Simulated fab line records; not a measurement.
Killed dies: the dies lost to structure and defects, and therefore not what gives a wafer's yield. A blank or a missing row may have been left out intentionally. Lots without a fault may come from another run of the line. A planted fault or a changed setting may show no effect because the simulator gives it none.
Chamber matching || flow n5 finfet || N5_BEOL_M5_DEP_56 on pecvd-03: 3 sister chambers
The step deposits SiCN from 3MS/NH3, target thk 8 nm, time 14 s. 6 wafers are shown with their chamber, then 8 later ones without.

WAFERS WITH THEIR CHAMBER
{"wafer": "L079.1", "chamber": 2, "throttle valve pct (%)": 8.1, "showerhead plenum p Torr (Torr)": 3.664}
{"wafer": "L079.3", "chamber": 1, "throttle valve pct (%)": 8.9, "showerhead plenum p Torr (Torr)": 3.639}
{"wafer": "L083.1", "chamber": 0, "throttle valve pct (%)": 9.5, "showerhead plenum p Torr (Torr)": 3.665}
{"wafer": "L083.2", "chamber": 2, "throttle valve pct (%)": 8.4, "showerhead plenum p Torr (Torr)": 3.656}
{"wafer": "L083.3", "chamber": 1, "throttle valve pct (%)": 9.5, "showerhead plenum p Torr (Torr)": 3.653}
{"wafer": "L083.4", "chamber": 0, "throttle valve pct (%)": 9.2, "showerhead plenum p Torr (Torr)": 3.660}

WAFERS WITHOUT THEIR CHAMBER
{"wafer": "L083.5", "throttle valve pct (%)": 8.4, "showerhead plenum p Torr (Torr)": 3.655}
{"wafer": "L083.6", "throttle valve pct (%)": 9.4, "showerhead plenum p Torr (Torr)": 3.639}
{"wafer": "L091.1", "throttle valve pct (%)": 8.2, "showerhead plenum p Torr (Torr)": 3.656}
{"wafer": "L091.2", "throttle valve pct (%)": 9.4, "showerhead plenum p Torr (Torr)": 3.663}
{"wafer": "L091.3", "throttle valve pct (%)": 9.6, "showerhead plenum p Torr (Torr)": 3.643}
{"wafer": "L096.3", "throttle valve pct (%)": 8.3, "showerhead plenum p Torr (Torr)": 3.661}
{"wafer": "L096.4", "throttle valve pct (%)": 9.2, "showerhead plenum p Torr (Torr)": 3.662}
{"wafer": "L096.6", "throttle valve pct (%)": 9.4, "showerhead plenum p Torr (Torr)": 3.682}

THE CHAMBER EACH PASSED THROUGH
{"wafer": "L083.5", "from the rows above": 2, "in truth": 2}
{"wafer": "L083.6", "from the rows above": 1, "in truth": 1}
{"wafer": "L091.1", "from the rows above": 2, "in truth": 2}
{"wafer": "L091.2", "from the rows above": 0, "in truth": 0}
{"wafer": "L091.3", "from the rows above": "can't be placed: 1 or 0", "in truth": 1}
{"wafer": "L096.3", "from the rows above": 2, "in truth": 2}
{"wafer": "L096.4", "from the rows above": "can't be placed: 0 or 1", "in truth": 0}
{"wafer": "L096.6", "from the rows above": 0, "in truth": 0}
Correct placement for 6 of the 8. Not placeable from these rows: 2 (in 2, the candidates include the true chamber). Wrongly placed: 0.
How it was worked out, from the rows above alone: a wafer's distance from a chamber is the root of the sum, over the readings, of the square of ((its reading less the chamber's mean) divided by the reading's scatter). If the next closest chamber is less than 2 further off than the closest, the wafer can't be placed; otherwise it belongs to the closest. Each chamber's mean is taken over the wafers shown for it. The scatter: the root of (the sum of the squares of (reading less its chamber's mean) over the shown wafers, divided by (wafers less chambers)).
